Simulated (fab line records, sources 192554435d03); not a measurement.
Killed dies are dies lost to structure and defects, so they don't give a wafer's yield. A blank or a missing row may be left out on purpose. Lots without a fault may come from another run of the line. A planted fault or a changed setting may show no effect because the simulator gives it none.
Chamber matching | flow n5_finfet | N5_MOL_CONTACT_COAG_ALD_133 on ald_sin-03: 4 sister chambers
The step deposits SiO2, target thk 5 nm, pulse time 1 s, co reactant pulse time 1 s. 14 wafers are shown with their chamber, then 7 later ones without.

WAFERS WITH THEIR CHAMBER
wafer  | chamber | heater_power_w (W) | precursor_pulse_height_rel
L074.3 | 3       | 80                 | 1.023
L074.4 | 0       | 76                 | 0.983
L074.5 | 3       | 81                 | 0.988
L082.2 | 2       | 74                 | 0.997
L082.3 | 1       | 76                 | 0.986
L082.5 | 1       | 76                 | 0.968
L083.1 | 1       | 76                 | 1.004
L083.3 | 0       | 74                 | 1.022
L083.4 | 2       | 73                 | 1.020
L085.3 | 2       | 73                 | 1.016
L085.5 | 2       | 71                 | 0.976
L085.6 | 0       | 75                 | 1.019
L088.2 | 0       | 76                 | 0.996
L088.4 | 1       | 77                 | 1.001

SIGNATURES (means of the wafers above)
reading                    | chamber 0 | chamber 1 | chamber 2 | chamber 3 | scatter within a chamber
heater_power_w             | 75.25     | 76.25     | 72.75     | 80.50     | 0.935
precursor_pulse_height_rel | 1.00500   | 0.98975   | 1.00225   | 1.00550   | 0.0192
Rule: a wafer's distance from a chamber is the root of the sum, over the readings, of the square of ((its reading less the chamber's mean) divided by the reading's scatter). The wafer belongs to the nearest chamber; if the next one is less than 2 further off, it can't be placed. The scatter: the root of (the sum of the squares of (reading less its chamber's mean) over the shown wafers, divided by (wafers less chambers)).

WAFERS WITHOUT THEIR CHAMBER
wafer  | heater_power_w (W) | precursor_pulse_height_rel
L088.6 | 80                 | 0.989
L090.1 | 80                 | 1.024
L090.2 | 76                 | 1.031
L090.3 | 74                 | 1.012
L097.3 | 74                 | 0.981
L097.5 | 76                 | 1.007
L097.6 | 82                 | 1.011

WHICH CHAMBER EACH WENT THROUGH
wafer  | from the rows above          | in truth
L088.6 | 3                            | 3
L090.1 | 3                            | 3
L090.2 | can't be placed: 0 or 1      | 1
L090.3 | can't be placed: 0 or 2 or 1 | 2
L097.3 | can't be placed: 2 or 0 or 1 | 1
L097.5 | can't be placed: 0 or 1      | 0
L097.6 | 3                            | 3
Placed correctly: 3 of 7. Can't be placed from these rows: 4 (the true chamber is among the candidates in 4). Placed wrongly: 0.
